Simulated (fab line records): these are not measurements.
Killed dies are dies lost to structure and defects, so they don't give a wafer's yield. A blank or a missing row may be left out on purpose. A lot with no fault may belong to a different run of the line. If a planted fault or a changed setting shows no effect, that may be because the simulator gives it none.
Chamber matching / flow n5-finfet / cmp-04 running N5_BEOL_M0_CMP_120: 4 sister chambers
The step polishes, stops on SiOC, t overpolish 6.9 s. 16 wafers are shown with their chamber, then 8 later ones without.

## WAFERS PAIRED WITH THEIR CHAMBERS
wafer=L076.1; chamber=0; motor-current-A (A)=6.4; clearing-platen-rpm (rpm)=49.937; time-to-endpoint-s (s)=62
wafer=L076.4; chamber=1; motor-current-A (A)=5.8; clearing-platen-rpm (rpm)=49.996; time-to-endpoint-s (s)=64
wafer=L076.6; chamber=0; motor-current-A (A)=6.0; clearing-platen-rpm (rpm)=49.969; time-to-endpoint-s (s)=62
wafer=L078.1; chamber=2; motor-current-A (A)=6.2; clearing-platen-rpm (rpm)=49.996; time-to-endpoint-s (s)=62
wafer=L078.3; chamber=0; motor-current-A (A)=6.1; clearing-platen-rpm (rpm)=49.994; time-to-endpoint-s (s)=62
wafer=L078.5; chamber=0; motor-current-A (A)=6.0; clearing-platen-rpm (rpm)=49.984; time-to-endpoint-s (s)=63
wafer=L080.1; chamber=1; motor-current-A (A)=5.8; clearing-platen-rpm (rpm)=49.953; time-to-endpoint-s (s)=64
wafer=L080.3; chamber=2; motor-current-A (A)=5.9; clearing-platen-rpm (rpm)=50.008; time-to-endpoint-s (s)=64
wafer=L080.4; chamber=3; motor-current-A (A)=6.0; clearing-platen-rpm (rpm)=50.028; time-to-endpoint-s (s)=64
wafer=L081.1; chamber=0; motor-current-A (A)=6.4; clearing-platen-rpm (rpm)=49.984; time-to-endpoint-s (s)=62
wafer=L081.3; chamber=1; motor-current-A (A)=5.8; clearing-platen-rpm (rpm)=49.970; time-to-endpoint-s (s)=61
wafer=L081.5; chamber=3; motor-current-A (A)=6.2; clearing-platen-rpm (rpm)=50.033; time-to-endpoint-s (s)=65
wafer=L082.2; chamber=3; motor-current-A (A)=6.2; clearing-platen-rpm (rpm)=49.992; time-to-endpoint-s (s)=63
wafer=L082.4; chamber=1; motor-current-A (A)=5.9; clearing-platen-rpm (rpm)=49.972; time-to-endpoint-s (s)=62
wafer=L082.6; chamber=2; motor-current-A (A)=6.1; clearing-platen-rpm (rpm)=49.980; time-to-endpoint-s (s)=60
wafer=L089.1; chamber=1; motor-current-A (A)=5.7; clearing-platen-rpm (rpm)=49.983; time-to-endpoint-s (s)=64

SIGNATURES (means of the wafers above)
reading=motor-current-A; chamber 0=6.180; chamber 1=5.800; chamber 2=6.067; chamber 3=6.133; scatter within a chamber=0.148
reading=clearing-platen-rpm; chamber 0=49.97360; chamber 1=49.97480; chamber 2=49.99467; chamber 3=50.01767; scatter within a chamber=0.0192
reading=time-to-endpoint-s; chamber 0=62.20; chamber 1=63.00; chamber 2=62.00; chamber 3=64.00; scatter within a chamber=1.25
Rule: distance of a wafer from a chamber = root of the sum over the readings of ((wafer's reading minus chamber's mean) / reading's scatter) squared. The wafer belongs to the nearest chamber; if the next one is less than 2 further off, it can't be placed. How the scatter is found: for the shown wafers, subtract from each reading the mean of its chamber, square and add these, divide the total by (wafers less chambers), then take the root.

## WAFERS WITHOUT THEIR CHAMBER
wafer=L089.2; motor-current-A (A)=6.4; clearing-platen-rpm (rpm)=50.011; time-to-endpoint-s (s)=61
wafer=L089.4; motor-current-A (A)=5.9; clearing-platen-rpm (rpm)=50.033; time-to-endpoint-s (s)=61
wafer=L090.3; motor-current-A (A)=5.9; clearing-platen-rpm (rpm)=49.999; time-to-endpoint-s (s)=66
wafer=L090.4; motor-current-A (A)=6.1; clearing-platen-rpm (rpm)=50.040; time-to-endpoint-s (s)=64
wafer=L090.6; motor-current-A (A)=5.6; clearing-platen-rpm (rpm)=50.038; time-to-endpoint-s (s)=64
wafer=L091.1; motor-current-A (A)=6.2; clearing-platen-rpm (rpm)=49.996; time-to-endpoint-s (s)=60
wafer=L091.3; motor-current-A (A)=5.8; clearing-platen-rpm (rpm)=50.058; time-to-endpoint-s (s)=60
wafer=L091.4; motor-current-A (A)=6.2; clearing-platen-rpm (rpm)=50.024; time-to-endpoint-s (s)=63

## WHICH CHAMBER EACH WENT THROUGH
wafer=L089.2; from the rows above=can't be placed: 2 or 0 or 3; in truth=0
wafer=L089.4; from the rows above=can't be placed: 2 or 3 or 1 or 0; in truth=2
wafer=L090.3; from the rows above=can't be placed: 3 or 1 or 2 or 0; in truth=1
wafer=L090.4; from the rows above=can't be placed: 3 or 2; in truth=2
wafer=L090.6; from the rows above=can't be placed: 1 or 3 or 2 or 0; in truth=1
wafer=L091.1; from the rows above=can't be placed: 2 or 0 or 3 or 1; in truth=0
wafer=L091.3; from the rows above=can't be placed: 2 or 3 or 1 or 0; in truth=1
wafer=L091.4; from the rows above=can't be placed: 3 or 2 or 0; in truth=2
0 of 8 placed correctly. These rows do not allow placing 8 (true chamber among the candidates in 8). Wrongly placed: 0.
